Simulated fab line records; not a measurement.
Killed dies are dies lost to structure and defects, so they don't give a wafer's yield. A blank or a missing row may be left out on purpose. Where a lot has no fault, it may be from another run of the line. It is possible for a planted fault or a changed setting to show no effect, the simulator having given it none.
Matching of chambers -- flow n5_finfet -- pecvd-03 running N5_BEOL_M13_DEP_53: 3 sister chambers
The step deposits SiCN from 3MS/NH3, target thk 50 nm, time 17.8 s. 3 wafers are shown with their chamber, then 7 later ones without.

== WAFERS PAIRED WITH THEIR CHAMBERS ==
wafer,chamber,throttle_valve_pct (%)
L085.2,1,20.7
L090.1,2,17.2
L090.2,0,18.7

== WAFERS WHOSE CHAMBER IS MISSING ==
wafer,throttle_valve_pct (%)
L090.4,20.8
L095.1,20.6
L095.2,18.4
L095.3,17.3
L097.1,20.6
L097.3,17.4
L097.5,17.4

== CHAMBER TAKEN BY EACH ==
wafer,from the rows above,in truth
L090.4,1,1
L095.1,1,1
L095.2,0,0
L095.3,2,2
L097.1,1,1
L097.3,2,2
L097.5,2,2
7 of 7 placed correctly. Can't be placed from these rows: 0. 0 placed wrongly.
How it was worked out, from the rows above alone: a wafer's distance from a chamber is the root of the sum, over the readings, of the square of ((its reading less the chamber's mean) divided by the reading's scatter). If the next closest chamber is less than 2 further off than the closest, the wafer can't be placed; otherwise it belongs to the closest. The mean given for a chamber averages the wafers shown for that chamber. The scatter: with one shown wafer a chamber, the root of the mean of the squares of how far each hidden wafer lies from its nearest shown one.
